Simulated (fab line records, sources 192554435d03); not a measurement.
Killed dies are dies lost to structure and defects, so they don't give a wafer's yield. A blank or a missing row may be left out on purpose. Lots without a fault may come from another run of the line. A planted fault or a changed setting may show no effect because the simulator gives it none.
Which tool did it? | flow n5_finfet | 24 lots, 72 wafers sampled, at 6 steps of a route of 1938

WHAT THE GAUGES READ, wafer by wafer
N5_BEOL_M11_THK_MEAS_53: measures by xrf.
lot  | measured     | on            | M11_THK (nm)
L074 | day 10 04:56 | film_metro-01 | 147 144 142
L075 | day 10 12:38 | film_metro-02 | 144 142 138
L076 | day 10 18:29 | film_metro-02 | 142 134 140
L077 | day 11 04:52 | film_metro-02 | 143 138 144
L078 | day 11 08:02 | film_metro-02 | 141 141 145
L079 | day 11 20:28 | film_metro-01 | 135 143 144
L080 | day 12 04:02 | film_metro-01 | 132 140 141
L081 | day 12 10:49 | film_metro-01 | 137 137 136
L083 | day 12 17:28 | film_metro-02 | 132 143 135
L082 | day 12 18:01 | film_metro-01 | 140 136 134
L085 | day 13 00:40 | film_metro-02 | 141 144 135
L084 | day 13 04:47 | film_metro-01 | 142 142 139
L086 | day 13 18:05 | film_metro-02 | 143 140 142
L087 | day 13 20:05 | film_metro-02 | 140 139 142
L088 | day 13 20:13 | film_metro-02 | 142 139 140
L089 | day 13 23:37 | film_metro-01 | 138 141 136
L090 | day 14 12:12 | film_metro-02 | 139 139 131
L091 | day 14 15:23 | film_metro-02 | 144 138 139
L092 | day 14 19:39 | film_metro-02 | 139 131 149
L095 | day 15 17:17 | film_metro-02 | 141 146 141
L094 | day 15 18:32 | film_metro-02 | 143 151 141
L093 | day 15 21:56 | film_metro-01 | 150 140 144
L096 | day 16 10:13 | film_metro-01 | 141 146 142
L097 | day 16 10:58 | film_metro-01 | 141 145 146

N5_BEOL_M12_CD_MEAS_28: target cd 160.2 nm.
lot  | measured     | on        | cd_nm (nm)
L074 | day 10 06:46 | cd_sem-01 | 158.2 161.0 162.8
L075 | day 10 14:31 | cd_sem-02 | 159.9 161.8 158.3
L076 | day 10 20:16 | cd_sem-03 | 163.4 163.3 162.9
L077 | day 11 09:56 | cd_sem-03 | 163.2 162.1 162.2
L078 | day 11 11:29 | cd_sem-02 | 158.0 163.5 161.0
L079 | day 11 22:14 | cd_sem-02 | 160.4 162.7 162.5
L080 | day 12 05:42 | cd_sem-02 | 159.4 160.4 157.4
L081 | day 12 13:16 | cd_sem-03 | 157.5 162.1 160.6
L083 | day 12 19:31 | cd_sem-03 | 155.8 162.6 158.9
L082 | day 12 19:52 | cd_sem-01 | 164.2 159.6 161.7
L085 | day 13 02:17 | cd_sem-02 | 159.4 159.5 155.8
L084 | day 13 06:26 | cd_sem-03 | 158.9 160.9 160.1
L086 | day 13 19:52 | cd_sem-03 | 160.0 157.7 155.2
L087 | day 13 21:40 | cd_sem-01 | 160.9 161.4 162.8
L088 | day 13 22:02 | cd_sem-03 | 156.3 159.9 159.5
L089 | day 14 01:16 | cd_sem-01 | 158.0 157.6 161.5
L090 | day 14 14:58 | cd_sem-03 | 159.7 163.1 157.8
L091 | day 14 17:10 | cd_sem-03 | 156.2 159.5 159.7
L092 | day 14 21:19 | cd_sem-01 | 161.7 160.5 160.6
L095 | day 15 18:53 | cd_sem-03 | 160.2 162.3 159.7
L094 | day 15 20:11 | cd_sem-01 | 161.7 161.8 157.8
L093 | day 15 23:43 | cd_sem-03 | 161.9 162.7 162.5
L096 | day 16 11:46 | cd_sem-03 | 160.4 160.7 159.7
L097 | day 16 12:31 | cd_sem-03 | 161.2 162.9 162.6

N5_BEOL_M12_OCD_MEAS_35.
lot  | measured     | on     | trench_depth_nm (nm)
L074 | day 10 07:22 | ocd-01 | 325 319 327
L075 | day 10 15:07 | ocd-01 | 307 327 331
L076 | day 10 20:52 | ocd-01 | 321 312 321
L077 | day 11 11:35 | ocd-02 | 310 309 316
L078 | day 11 13:06 | ocd-02 | 323 318 318
L079 | day 12 00:18 | ocd-01 | 310 322 322
L080 | day 12 06:19 | ocd-02 | 316 317 315
L081 | day 12 14:05 | ocd-02 | 312 320 315
L083 | day 12 20:07 | ocd-01 | 320 312 311
L082 | day 12 20:29 | ocd-02 | 321 318 318
L085 | day 13 02:56 | ocd-02 | 311 314 317
L084 | day 13 07:05 | ocd-01 | 320 326 314
L086 | day 13 20:28 | ocd-01 | 323 308 316
L087 | day 13 22:16 | ocd-02 | 317 307 317
L088 | day 13 22:38 | ocd-01 | 326 324 317
L089 | day 14 01:54 | ocd-01 | 318 315 317
L090 | day 14 15:52 | ocd-01 | 315 319 317
L091 | day 14 17:46 | ocd-01 | 319 316 320
L092 | day 14 21:55 | ocd-01 | 322 317 319
L095 | day 15 19:29 | ocd-02 | 315 316 317
L094 | day 15 20:47 | ocd-01 | 319 314 315
L093 | day 16 00:20 | ocd-01 | 323 317 315
L096 | day 16 12:32 | ocd-02 | 302 319 319
L097 | day 16 13:07 | ocd-01 | 319 312 316

N5_BEOL_M12_INSPECT_55: inspects for defects (darkfield).
lot  | measured     | on                | raw_defect_count
L074 | day 10 09:14 | defect_inspect-02 | 40 54 51
L075 | day 10 18:16 | defect_inspect-01 | 73 78 92
L076 | day 11 02:07 | defect_inspect-02 | 60 46 30
L077 | day 11 13:16 | defect_inspect-02 | 52 36 49
L078 | day 11 20:36 | defect_inspect-01 | 96 78 122
L079 | day 12 04:00 | defect_inspect-02 | 54 72 55
L080 | day 12 07:52 | defect_inspect-01 | 50 63 75
L081 | day 12 17:20 | defect_inspect-01 | 62 47 47
L083 | day 13 00:07 | defect_inspect-02 | 77 47 49
L082 | day 13 01:01 | defect_inspect-02 | 65 85 69
L085 | day 13 05:09 | defect_inspect-02 | 76 58 69
L084 | day 13 09:36 | defect_inspect-02 | 144 85 103
L086 | day 14 00:22 | defect_inspect-01 | 80 63 57
L087 | day 14 00:52 | defect_inspect-02 | 72 75 78
L088 | day 14 01:14 | defect_inspect-01 | 49 77 60
L089 | day 14 03:28 | defect_inspect-02 | 42 52 93
L090 | day 14 18:53 | defect_inspect-02 | 63 71 71
L091 | day 14 20:16 | defect_inspect-01 | 81 49 96
L092 | day 15 00:55 | defect_inspect-02 | 67 50 74
L095 | day 15 21:50 | defect_inspect-01 | 74 83 46
L094 | day 16 00:43 | defect_inspect-02 | 58 81 79
L093 | day 16 06:01 | defect_inspect-01 | 40 31 46
L096 | day 16 14:27 | defect_inspect-01 | 67 35 52
L097 | day 16 17:57 | defect_inspect-01 | 91 39 33

WHICH TOOL RAN EACH LOT (tool, then ch and the chambers of the sampled wafers, then the start)
lot  | N5_BEOL_M12_VIA_ETCH_16            | N5_BEOL_M12_ETCH_67
L074 | rie_diel-04 ch 0,3, day 10 05:54   | rie_diel-04 ch 0,3, day 10 06:53
L075 | rie_diel-05 ch 0,1,2, day 10 13:38 | rie_diel-04 ch 0,1,3, day 10 14:38
L076 | rie_diel-06 ch 0,1,2, day 10 19:24 | rie_diel-06 ch 0,3, day 10 20:23
L077 | rie_diel-04 ch 0,2, day 11 09:12   | rie_diel-06 ch 0,1,2, day 11 11:07
L078 | rie_diel-04 ch 0,2,3, day 11 10:38 | rie_diel-05 ch 1,2, day 11 12:37
L079 | rie_diel-06 ch 0,1,2, day 11 21:23 | rie_diel-04 ch 1,2,3, day 11 23:49
L080 | rie_diel-04 ch 0,1,3, day 12 04:50 | rie_diel-05 ch 0,3, day 12 05:50
L081 | rie_diel-05 ch 2,3, day 12 12:07   | rie_diel-05 ch 0,3, day 12 13:35
L083 | rie_diel-04 ch 0,1, day 12 18:23   | rie_diel-04 ch 1,2, day 12 19:38
L082 | rie_diel-05 ch 0,1,2, day 12 18:49 | rie_diel-06 ch 1,3, day 12 19:59
L085 | rie_diel-06 ch 1,3, day 13 01:31   | rie_diel-06 ch 0,1,3, day 13 02:27
L084 | rie_diel-05 ch 0,2,3, day 13 05:34 | rie_diel-04 ch 0,2,3, day 13 06:36
L086 | rie_diel-06 ch 0,1, day 13 19:00   | rie_diel-04 ch 0,2, day 13 19:59
L087 | rie_diel-05 ch 0,2,3, day 13 20:56 | rie_diel-06 ch 0,1,2, day 13 21:47
L088 | rie_diel-06 ch 0,1,3, day 13 21:10 | rie_diel-04 ch 1,2, day 13 22:09
L089 | rie_diel-06 ch 1,3, day 14 00:32   | rie_diel-05 ch 0,2,3, day 14 01:25
L090 | rie_diel-05 ch 0,1,2, day 14 14:10 | rie_diel-05 ch 0,3, day 14 15:23
L091 | rie_diel-04 ch 0,3, day 14 16:18   | rie_diel-06 ch 1,2, day 14 17:17
L092 | rie_diel-06 ch 0,1,3, day 14 20:27 | rie_diel-05 ch 1,2,3, day 14 21:26
L095 | rie_diel-04 ch 2,3, day 15 18:08   | rie_diel-06 ch 1,3, day 15 19:00
L094 | rie_diel-05 ch 1,3, day 15 19:19   | rie_diel-06 ch 0,3, day 15 20:19
L093 | rie_diel-06 ch 0,1,2, day 15 22:51 | rie_diel-05 ch 1,2,3, day 15 23:50
L096 | rie_diel-06 ch 0,1,2, day 16 11:01 | rie_diel-05 ch 0,2, day 16 12:02
L097 | rie_diel-05 ch 2,3, day 16 11:46   | rie_diel-05 ch 1,2,3, day 16 12:38
- N5_BEOL_M12_VIA_ETCH_16: etches SiOC in C4F8/O2/Ar, target depth 724.8 nm.
- N5_BEOL_M12_ETCH_67: etches SiARC in CF4, target depth 143 nm, time 238.3 s.

WHAT THE TOOLS THEMSELVES READ (means of the sampled wafers that have a number; where no wafer has one, the mark that the record gives instead)
N5_BEOL_M12_VIA_ETCH_16.
lot  | tool        | drypump_motor_current_A (A) | oes_product_au (a.u.) | rf_vpp_V (V) | showerhead_plenum_p_Torr (Torr) | throttle_valve_pct (%)
L074 | rie_diel-04 | 5.7                         | 0.82                  | 663.5        | 3.36                            | 24.02
L075 | rie_diel-05 | 5.8                         | 0.76                  | 668.9        | 3.53                            | 24.09
L076 | rie_diel-06 | 6.0                         | 0.65                  | 665.8        | 3.45                            | 24.04
L077 | rie_diel-04 | 5.6                         | 0.82                  | 664.9        | 3.39                            | 24.05
L078 | rie_diel-04 | 5.4                         | 0.83                  | 665.6        | 3.40                            | 24.11
L079 | rie_diel-06 | 6.0                         | 0.64                  | 666.1        | 3.45                            | 24.04
L080 | rie_diel-04 | 5.5                         | 0.82                  | 664.2        | 3.40                            | 24.17
L081 | rie_diel-05 | 6.1                         | 0.73                  | 670.7        | 3.58                            | 24.17
L083 | rie_diel-04 | 5.4                         | 0.84                  | 666.6        | 3.44                            | 24.22
L082 | rie_diel-05 | 5.9                         | 0.72                  | 668.5        | 3.52                            | 24.10
L085 | rie_diel-06 | 6.0                         | 0.80                  | 665.2        | 3.39                            | 24.15
L084 | rie_diel-05 | 6.0                         | 0.70                  | 669.8        | 3.55                            | 24.05
L086 | rie_diel-06 | 5.8                         | 0.73                  | 665.1        | 3.41                            | 24.06
L087 | rie_diel-05 | 6.0                         | 0.70                  | 669.4        | 3.55                            | 24.05
L088 | rie_diel-06 | 5.9                         | 0.71                  | 663.6        | 3.40                            | 24.20
L089 | rie_diel-06 | 5.9                         | 0.71                  | 664.0        | 3.39                            | 24.35
L090 | rie_diel-05 | 5.8                         | 0.71                  | 667.3        | 3.52                            | 24.14
L091 | rie_diel-04 | 5.8                         | 0.76                  | 663.5        | 3.33                            | 24.07
L092 | rie_diel-06 | 5.9                         | 0.71                  | 664.2        | 3.39                            | 24.21
L095 | rie_diel-04 | 5.2                         | 0.77                  | 664.0        | 3.39                            | 24.21
L094 | rie_diel-05 | 5.5                         | 0.74                  | 670.1        | 3.52                            | 23.97
L093 | rie_diel-06 | 6.0                         | 0.70                  | 665.3        | 3.43                            | 23.97
L096 | rie_diel-06 | 6.0                         | 0.69                  | 665.1        | 3.43                            | 23.97
L097 | rie_diel-05 | 6.1                         | 0.69                  | 668.8        | 3.57                            | 24.20

N5_BEOL_M12_ETCH_67.
lot  | tool        | drypump_motor_current_A (A) | etch_rf_on_time_s (s) | oes_product_au (a.u.) | rf_vpp_V (V) | showerhead_plenum_p_Torr (Torr) | throttle_valve_pct (%)
L074 | rie_diel-04 | 5.6                         | 236                   | 0.77                  | 183.5        | 2.10                            | 15.32
L075 | rie_diel-04 | 5.5                         | 236                   | 0.71                  | 184.1        | 2.13                            | 15.55
L076 | rie_diel-06 | 5.8                         | 235                   | 0.63                  | 184.5        | 2.14                            | 15.78
L077 | rie_diel-06 | 6.0                         | 250                   | 0.60                  | 184.4        | 2.16                            | 15.51
L078 | rie_diel-05 | 5.9                         | 230                   | 0.73                  | 185.5        | 2.23                            | 15.58
L079 | rie_diel-04 | 5.1                         | 239                   | 0.80                  | 183.7        | 2.16                            | 15.49
L080 | rie_diel-05 | 5.7                         | 235                   | 0.70                  | 185.0        | 2.24                            | 15.46
L081 | rie_diel-05 | 5.9                         | 234                   | 0.66                  | 184.6        | 2.23                            | 15.56
L083 | rie_diel-04 | 4.9                         | 246                   | 0.78                  | 185.8        | 2.18                            | 15.55
L082 | rie_diel-06 | 6.0                         | 243                   | 0.76                  | 183.8        | 2.12                            | 15.50
L085 | rie_diel-06 | 5.9                         | 240                   | 0.68                  | 183.2        | 2.13                            | 15.59
L084 | rie_diel-04 | 5.4                         | 241                   | 0.74                  | 184.6        | 2.12                            | 15.42
L086 | rie_diel-04 | 5.2                         | 243                   | 0.75                  | 184.6        | 2.15                            | 15.47
L087 | rie_diel-06 | 6.0                         | 244                   | 0.67                  | 184.3        | 2.15                            | 15.39
L088 | rie_diel-04 | 5.0                         | 234                   | 0.79                  | 184.4        | 2.18                            | 15.59
L089 | rie_diel-05 | 6.0                         | 232                   | 0.67                  | 184.7        | 2.24                            | 15.58
L090 | rie_diel-05 | 5.9                         | 237                   | 0.64                  | 184.9        | 2.22                            | 15.59
L091 | rie_diel-06 | 6.1                         | 241                   | 0.72                  | 184.8        | 2.14                            | 15.31
L092 | rie_diel-05 | 5.7                         | 230                   | 0.72                  | 185.3        | 2.23                            | 15.54
L095 | rie_diel-06 | 6.0                         | 245                   | 0.71                  | 183.3        | 2.11                            | 15.55
L094 | rie_diel-06 | 5.7                         | 246                   | 0.60                  | 183.3        | 2.13                            | 15.72
L093 | rie_diel-05 | 5.7                         | 236                   | 0.70                  | 186.3        | 2.22                            | 15.57
L096 | rie_diel-05 | 6.2                         | 235                   | 0.73                  | 184.7        | 2.23                            | 15.55
L097 | rie_diel-05 | 5.7                         | 234                   | 0.70                  | 184.3        | 2.22                            | 15.58

THE ANSWER, worked out from the rows above alone
Rule: what is usual is taken from the lots themselves. Put in order of their means at a reading, lots are off if they are a third of the lots or fewer, leave a main group of 4 or more, and stand apart from it by a gap of 3 or more times the standard deviation of the main group's means; of several such gaps the widest counts. A main group whose means are all the same, to the digits that the tables above print for the reading, isn't used. A lot without any number at a reading at which 4 lots or more have one is off too. The other lots that the step has rows for count as sound. The gauges are gone through in route order, then the tools' own readings, and for those a lot's mean is taken as printed above. The first step at which some lot is off is used, and at that step the reading that is off furthest; a lot without a number counts as furthest.
No lot is off at any reading shown: from this, nothing can be told.

WHAT THE SIMULATOR HAD PUT IN
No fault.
